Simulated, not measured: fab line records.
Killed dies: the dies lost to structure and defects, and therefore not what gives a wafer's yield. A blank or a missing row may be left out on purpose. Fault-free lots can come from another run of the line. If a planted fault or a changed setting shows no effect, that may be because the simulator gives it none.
fab line records | flow n5-finfet | part 2 of 2: steps 42 to 42 of 42
record: lots: 4 | wafers: 12 | last-day: 18
route steps=1938 shown BEOL_M4@1099 BEOL_M5@1112 BEOL_M13@1659 PASSIVATION@1936
lots with no fault: from the same line, run without faults
start-h: start of the lot's first displayed wafer, in hours after the record's first day | wait-h: time in hours since the lot's previous step | " identical to the entry in the row above | L1.1+2: a single row standing in for several wafers | - value missing, or start not given | * or withheld: withheld | < > ~ a bound
route shown NAME@n: NAME is a module with steps in the file, n the number in the route of the first one | usual: mean/standard deviation of fault-free wafers | same: alike in all rows | chamber/n: place in a boat | sites: readings site by site | _std_site: their standard deviation | _edge_site: outer sites' mean less inner sites' | radius-mm: for every site, how far away it sits from the centre of the wafer | mask NAME#n: copy n | behind: tool/chamber where the wafer was last shaped | hold: the reason the lot was held/the length of the hold in hours/how it ended | device: names the non-switching transistor (n, p or np) | end of line: at the end of the route, the tests of the same wafers | a step with no rows: only its recipe | killed: count of dies lost to structure and defects at first sort (not the wafer's yield) | map: per-die view of a wafer (x killed, . not killed, _ where there is no die)
set.NAME: the run value of the setting; set.NAME@STEP: its run value at that earlier step | model.NAME: the simulator's own value behind a step, which no gauge read
lots at some steps of the route; a table a step, a row a wafer
services: when a tool's chamber went out of use (start-h, in hours from the record's first day, below 0 if earlier), for how many hours, and the reason
== steps ==
step: N5_PASSIVATION_PROBE_49
usual: defect-limited-yield: 91.6/1.4 | killed_at_M0_to_M3: 33/9.7 | killed_at_M4_up: 13/5.4 | killed-at-contacts: 13/6.6 | killed-at-front-end: 36/11 | killed-at-other: 3.9/3 | killed-dies: 99/16 | killed-on-rim: 13/3.8 | killed-open: 66/12 | killed-short: 32/7.9 | sort_bin_5_function: 4.9/0.9 | sort_bin_6_memory: 3.2/0.67 | sort-n-pass: 1081/16 | sort-yield-pct: 91.6/1.4
same: gross-dies: 1180 | killed-at-back-side: 0 | sort_bin_4_leakage[%]: 0 | sort_bin_8_speed[%]: 0
lot.wafer | tool      | chamber | start-h | wait-h | defect-limited-yield[%] | killed_at_M0_to_M3 | killed_at_M4_up | killed-at-contacts | killed-at-front-end | killed-at-other | killed-dies | killed-on-rim | killed-open | killed-short | sort_bin_5_function[%] | sort_bin_6_memory[%] | sort-n-pass | sort-yield-pct[%]
L790.1    | prober-02 | -       | 308.08  | 0.0    | 93.0                    | 26                 | 9               | 15                 | 33                  | 0               | 83          | 12            | 61          | 21           | 3.6                    | 3.2                  | 1097        | 93.0
L790.3    | prober-02 | -       | 308.18  | 0.1    | 88.6                    | 39                 | 21              | 30                 | 36                  | 8               | 134         | 17            | 98          | 35           | 7.0                    | 4.0                  | 1046        | 88.6
L790.5    | prober-02 | -       | 308.28  | 0.2    | 89.0                    | 45                 | 8               | 21                 | 48                  | 8               | 130         | 18            | 79          | 51           | 5.8                    | 4.4                  | 1050        | 89.0
L797.1    | prober-01 | -       | 340.55  | 0.0    | 0.7                     | 9                  | 1152            | 4                  | 5                   | 2               | 1172        | 151           | 12          | 8            | 73.6                   | 2.9                  | 8           | 0.7
L797.2    | prober-01 | -       | 340.60  | 0.1    | 0.5                     | 6                  | 1158            | 2                  | 7                   | 1               | 1174        | 150           | 11          | 6            | 73.9                   | 2.5                  | 6           | 0.5
L797.3    | prober-01 | -       | 340.65  | 0.1    | 0.3                     | 12                 | 1153            | 3                  | 7                   | 2               | 1177        | 152           | 14          | 10           | 73.2                   | 3.2                  | 3           | 0.3
L802.2    | prober-01 | -       | 369.33  | 0.1    | 0.6                     | 4                  | 1161            | 2                  | 6                   | 0               | 1173        | 151           | 7           | 7            | 74.0                   | 2.7                  | 7           | 0.6
L802.3    | prober-01 | -       | 369.38  | 0.1    | 0.4                     | 6                  | 1149            | 8                  | 12                  | 0               | 1175        | 151           | 21          | 7            | 74.7                   | 3.0                  | 5           | 0.4
L802.5    | prober-01 | -       | 369.48  | 0.2    | 0.3                     | 4                  | 1158            | 4                  | 11                  | 0               | 1177        | 151           | 12          | 9            | 73.7                   | 2.5                  | 3           | 0.3
L809.1    | prober-01 | -       | 427.07  | 0.0    | 91.3                    | 43                 | 15              | 9                  | 34                  | 2               | 103         | 16            | 52          | 51           | 4.6                    | 3.4                  | 1077        | 91.3
L809.4    | prober-01 | -       | 427.22  | 0.2    | 89.9                    | 42                 | 27              | 11                 | 32                  | 7               | 119         | 11            | 77          | 42           | 5.8                    | 4.1                  | 1061        | 89.9
L809.6    | prober-01 | -       | 427.32  | 0.3    | 92.4                    | 37                 | 12              | 6                  | 32                  | 3               | 90          | 11            | 51          | 39           | 3.8                    | 3.4                  | 1090        | 92.4
killed by level:class
L790.1 MOL_CONTACT_COAG:geometric-particle:open=14 STI_FIN_REVEAL:geometric-particle:open=8 BEOL_M3:geometric-particle:open=8 BEOL_M0_SAQP:geometric-particle:open=7 FIN_SAQP:geometric-particle:open=6 GATE_CUT:geometric-particle:short=4 GATE_CUT:geometric-particle:open=4 FIN_SAQP:geometric-particle:short=3
L790.3 MOL_CONTACT_COAG:geometric-particle:open=21 BEOL_M3:geometric-particle:open=17 BEOL_M2:geometric-particle:open=10 BEOL_M4:geometric-particle:open=10 MOL_CONTACT_COAG:geometric-particle:short=9 FIN_SAQP:geometric-particle:open=6 STI_FIN_REVEAL:geometric-particle:open=6 STARTING-WAFER:geometric-particle:open=6
L790.5 MOL_CONTACT_COAG:geometric-particle:open=11 BEOL_M0_SAQP:geometric-particle:open=11 MOL_CONTACT_COAG:geometric-particle:short=10 BEOL_M2:geometric-particle:open=10 STI_FIN_REVEAL:geometric-particle:open=9 BEOL_M3:geometric-particle:open=9 BEOL_M0_SAQP:geometric-particle:short=9 FIN_SAQP:geometric-particle:open=7
L797.1 BEOL_M13:worn-mask-joined=1152 MOL_CONTACT_COAG:geometric-particle:open=4 BEOL_M0_SAQP:geometric-particle:short=3 BEOL_M1:geometric-particle:open=2 BEOL_M0_SAQP:geometric-particle:open=2 BEOL_M2:geometric-particle:open=2 PASS1_DEP:geometric-particle:short=2 STARTING-WAFER:geometric-particle:short=2
L797.2 BEOL_M13:worn-mask-joined=1157 STI_FIN_REVEAL:geometric-particle:open=3 BEOL_M0_SAQP:geometric-particle:open=2 BEOL_M3:geometric-particle:short=2 GATE_CUT:geometric-particle:open=2 FIN_SAQP:geometric-particle:short=1 DUMMY_GATE:geometric-particle:open=1 MOL_CONTACT_COAG:geometric-particle:open=1
L797.3 BEOL_M13:worn-mask-joined=1152 BEOL_M2:geometric-particle:open=4 FIN_SAQP:geometric-particle:short=3 BEOL_M1:geometric-particle:open=3 MOL_CONTACT_COAG:geometric-particle:short=2 BEOL_M0_SAQP:geometric-particle:open=2 BEOL_M0:geometric-particle:open=2 PASS1_DEP:geometric-particle:short=2
L802.2 BEOL_M13:worn-mask-joined=1159 FIN_SAQP:geometric-particle:short=4 FIN_SAQP:geometric-particle:open=2 MOL_CONTACT_COAG:geometric-particle:open=2 BEOL_M0_SAQP:geometric-particle:short=2 BEOL_M3:geometric-particle:open=2 BEOL_M5:geometric-particle:open=1 BEOL_M5:geometric-particle:short=1
L802.3 BEOL_M13:worn-mask-joined=1147 MOL_CONTACT_COAG:geometric-particle:open=5 STI_FIN_REVEAL:geometric-particle:open=4 GATE_CUT:geometric-particle:open=3 MOL_CONTACT_COAG:geometric-particle:short=3 BEOL_M2:geometric-particle:open=2 GATE_CUT:geometric-particle:short=2 BEOL_M4:geometric-particle:open=2
L802.5 BEOL_M13:worn-mask-joined=1156 FIN_SAQP:geometric-particle:short=4 MOL_CONTACT_COAG:geometric-particle:open=4 BEOL_M0_SAQP:geometric-particle:short=2 BEOL_M3:geometric-particle:open=2 BEOL_M4:geometric-particle:open=2 FIN_SAQP:geometric-particle:open=1 STARTING-WAFER:geometric-particle:open=1
L809.1 FIN_SAQP:geometric-particle:short=11 BEOL_M0:geometric-particle:short=8 BEOL_M1:geometric-particle:open=7 BEOL_M2:geometric-particle:open=7 FIN_SAQP:geometric-particle:open=5 MOL_CONTACT_COAG:geometric-particle:open=5 BEOL_M0_SAQP:geometric-particle:short=5 SPACER0:geometric-particle:short=4
L809.4 BEOL_M4:geometric-particle:open=18 BEOL_M0_SAQP:geometric-particle:open=10 MOL_CONTACT_COAG:geometric-particle:open=9 BEOL_M3:geometric-particle:open=7 BEOL_M2:geometric-particle:open=6 BEOL_M2:geometric-particle:short=5 BEOL_M0_SAQP:geometric-particle:short=5 FIN_SAQP:geometric-particle:short=4
L809.6 FIN_SAQP:geometric-particle:short=10 BEOL_M3:geometric-particle:open=9 BEOL_M0_SAQP:geometric-particle:short=8 BEOL_M0_SAQP:geometric-particle:open=8 DUMMY_GATE:geometric-particle:open=6 BEOL_M0:geometric-particle:short=5 FIN_SAQP:geometric-particle:open=4 MOL_CONTACT_COAG:geometric-particle:open=4
map L797.3 (x killed, . not)
_________________xxxxxxxxxxxx________________
______________xxxxxxxxxxxxxxxxxx_____________
___________xxxxxxxxxxxxxxxxxxxxxxxx__________
__________xxxxxxxxxxxxxxxxxxxxxxxxxx_________
________xxxxxxxxxxxxxxxxxxxxxxxxxxxxxx_______
_______xxxxxxxxxxxxxxxxxxxxxxxxxxxxxxxx______
______xxxxxxxxxxxxxxxxxxxxxxxxxxxxxxxxxx_____
_____xxxxxxxxxxxxxxxxxxxxxxxxxxxxxxxxxxxx____
____xxxxxxxxxxxxxxxxxxxxxxxxxxxxxxxxxxxxxx___
___xxxxxxxxxxxxxxxxxx.xxxxxxxxxxxxxxxxxxxxx__
___xxxxxxxxxxxxxxxxxxxxxxxxxxxxxxxxxxxxxxxx__
__xxxxxxxxxxxxxxxxxxxxxxxxxxxxxxxxxxxxxxxxxx_
__xxxxxxxxxxxxxxxxxxxxxxxxxxxxxxxxxxxxxxxxxx_
_xxxxxxxxxxxxxxxxxxxxxxxxxxxxxxxxxxxxxxxxxxxx
_xxxxxxxxxxxxxxxxxxxxxxxxxxxxxxxxxxxxxxxxxxxx
_xxxxxxxxxxxxxxxxxxxxxxxxxxxxxxxxxxxxxxxxxxxx
_xxxxxxxxxxxxxxxxxxxxxxxxxxxxxxxxxxxxxxxxxxxx
_xxxxxxxxxxxxxxxxxxxxxxxxxxxxxxxxxxxxxxxxxxxx
_xxxxxxxxxxxxxxxxxxxxxxxxxxxxxxxxxxxxxxxxxxxx
_xxxxxxxxxxxxxxxxxxxxxxxxxxxxxxxxxxxxxxxxxxxx
_xxxxxxxxxxxxxxxxxxxxxxxxxxxxxxxxxxxxxxxxxxxx
__xxxxxxxxxxxxxxxxxxxxxxxxxxxxxxxxxxxxxxxxxx_
__xxxxxxxxx.xxxxxxxxxxxxxxxxxxxxxxxx.xxxxxxx_
___xxxxxxxxxxxxxxxxxxxxxxxxxxxxxxxxxxxxxxxx__
___xxxxxxxxxxxxxxxxxxxxxxxxxxxxxxxxxxxxxxxx__
____xxxxxxxxxxxxxxxxxxxxxxxxxxxxxxxxxxxxxx___
_____xxxxxxxxxxxxxxxxxxxxxxxxxxxxxxxxxxxx____
______xxxxxxxxxxxxxxxxxxxxxxxxxxxxxxxxxx_____
_______xxxxxxxxxxxxxxxxxxxxxxxxxxxxxxxx______
________xxxxxxxxxxxxxxxxxxxxxxxxxxxxxx_______
__________xxxxxxxxxxxxxxxxxxxxxxxxxx_________
___________xxxxxxxxxxxxxxxxxxxxxxxx__________
______________xxxxxxxxxxxxxxxxxx_____________
_________________xxxxxxxxxxxx________________
map L802.5 (x killed, . not)
_________________xxxxxxxxxxxx________________
______________xxxxxxxxxxxxxxxxxx_____________
___________xxxxxxxxxxxxxxxxxxxxxxxx__________
__________xxxxxxxxxxxxxxxxxxxxxxxxxx_________
________xxxxxxxxxxxxxxxxxxxxxxxxxxxxxx_______
_______xxxxxxxxxxxxxxxxxxxxxxxxxxxxxxxx______
______xxxxxxxxxxxxxxxxxxxxxxxxxxxxxxxxxx_____
_____xxxxxxxxxxxxxxxxxxxxxxxxxxxxxxxxxxxx____
____xxxxxxxxxxxxxxxxxxxxxxxxxxxxxxxxxxxxxx___
___xxxxxxxxxxxxxxxxxxxxxxxxxxxxxxxxxxxxxxxx__
___xxxxxxxxxxxxxxxxxxxxxxxxxxxxxxxxxxxxxxxx__
__xxxxxxxxxxxxxxxxxxxxxxxxxxxxxxxxxxxxxxxxxx_
__xxxxxxxxxxxxxxxxxxxxxxxxxxxxxxxxxxxxxxxxxx_
_xxxxxxxxxxxxxxxxxxxxxxxxxxxxxxxxxxxxxxxxxxxx
_xxxxxxxxxxxxxxxxxxxxxxxxxxxxxxxxxxxxxxxxx.xx
_xxxxxxxxxxxxxxxxxxxxxxxxxxxxxxxxxxxxxxxxxxxx
_xxxxxxxxxxxxxxxxxxxxxxxxxxxxxxxxxxxxxxxxxxxx
_xxxxxxxxxxxxxxxxxxxxxxxxxxxxxxxxxxxxxxxxxxx.
_xxxxxxxxxxxxxxxxxxxxxxxxxxxxxxxxxxxxxxxxxxxx
_xxxxxxxxxxxxxxxxxxxxxxxxxxxxxxxxxxxxxxxxxxxx
_xxxxxxxxxxxxxxxxxxxxxxxxxxxxxxxxxxxxxxxxxxxx
__xxxxxxxxxxxxxxxxxxxxxxxxxxxxxxxxxxxxxxxxxx_
__xxxxxxxxxxxxxxxxxxxxxxxxxxxxxxxxxxxxxxxxxx_
___xxxxxxxxxxxxxxxxxxxxxxxxxxxxxxxxxxxxxxxx__
___xxxxxxxxxxxxxxxxxxxxxxxxx.xxxxxxxxxxxxxx__
____xxxxxxxxxxxxxxxxxxxxxxxxxxxxxxxxxxxxxx___
_____xxxxxxxxxxxxxxxxxxxxxxxxxxxxxxxxxxxx____
______xxxxxxxxxxxxxxxxxxxxxxxxxxxxxxxxxx_____
_______xxxxxxxxxxxxxxxxxxxxxxxxxxxxxxxx______
________xxxxxxxxxxxxxxxxxxxxxxxxxxxxxx_______
__________xxxxxxxxxxxxxxxxxxxxxxxxxx_________
___________xxxxxxxxxxxxxxxxxxxxxxxx__________
______________xxxxxxxxxxxxxxxxxx_____________
_________________xxxxxxxxxxxx________________
== services ==
tool            | chamber | start-h | hours | kind
pecvd-04        | 1       | 262.26  | 5.5   | scheduled-down
rie-diel-03     | 3       | 274.63  | 5.6   | repair
cmp-01          | -       | 276.89  | 4.0   | pm
cmp-01          | -       | 280.89  | -     | consumable-replace:conditioner
cmp-01          | -       | 280.89  | -     | consumable-replace:pad
cmp-01          | -       | 312.41  | 0.7   | repair
cmp-03          | -       | 313.49  | 3.7   | repair
rie-diel-06     | 0       | 315.95  | -     | clean
rie-diel-06     | 0       | 315.95  | -     | consumable-replace:focus-ring
rie-diel-06     | 0       | 315.95  | 21.4  | scheduled-down
rie-diel-06     | 0       | 315.95  | 21.4  | vent-cycle
plasma-asher-02 | -       | 321.81  | 11.7  | repair
plasma-asher-01 | -       | 323.24  | 1.1   | repair
rie-diel-06     | 3       | 337.30  | -     | clean
rie-diel-06     | 3       | 337.30  | -     | consumable-replace:focus-ring
rie-diel-06     | 3       | 337.30  | -     | consumable-replace:showerhead
rie-diel-06     | 3       | 337.30  | 35.4  | scheduled-down
rie-diel-06     | 3       | 337.30  | 35.4  | vent-cycle
rie-diel-03     | 1       | 347.19  | -     | clean
cmp-03          | -       | 351.46  | 1.7   | repair
cmp-01          | -       | 354.70  | 3.7   | pm
plasma-asher-02 | -       | 372.11  | 5.7   | repair
cmp-03          | -       | 374.51  | 2.8   | repair
cmp-03          | -       | 380.57  | 4.0   | pm
== key ==
first-sign: step: N5_BEOL_M13_ILD_DEP_00 | reading: visit | direction: added
effect: step: N5_BEOL_M13_THK_MEAS_01 | reading: M13_ILD_THK | direction: up | sigmas: 89 | usual: 840 | struck: 1677
effect: step: N5_BEOL_M13_STRIP_63 | reading: oes-product-au | direction: down | sigmas: 90 | usual: 0.674 | struck: 0.232
effect: step: N5_BEOL_M13_STRIP_64 | reading: strip-time-to-endpoint-s | direction: down | sigmas: 99+ | usual: * | struck: *
effect: step: N5_BEOL_M13_CD_MEAS_17 | reading: cd-nm | direction: up | sigmas: 70 | usual: 190.1 | struck: 277.0
effect: step: N5_PASSIVATION_PROBE_49 | reading: killed_at_M4_up | direction: up | sigmas: 99+ | usual: 13 | struck: 1155
model-effect: step: N5_BEOL_M13_VIA_ETCH_16 | value: etch.depth-nm | without: 838.3 | struck: 1677
model-effect: step: N5_BEOL_M13_CMP_49 | value: SiOC_of_BEOL_M13_ILD_DEP_00.thk-nm | without: 780.2 | struck: 1316
met-at N5_BEOL_M13_ILD_DEP_00
struck-wafers L797.1,L797.2,L797.3,L802.2,L802.3,L802.5
fault: kind: repeated-step-whole | tool: pecvd-02,pecvd-03,pecvd-04 | chamber: - | onset-h: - | steps: N5_BEOL_M13_ILD_DEP_00 | times: 1 | scope: struck-lots-only
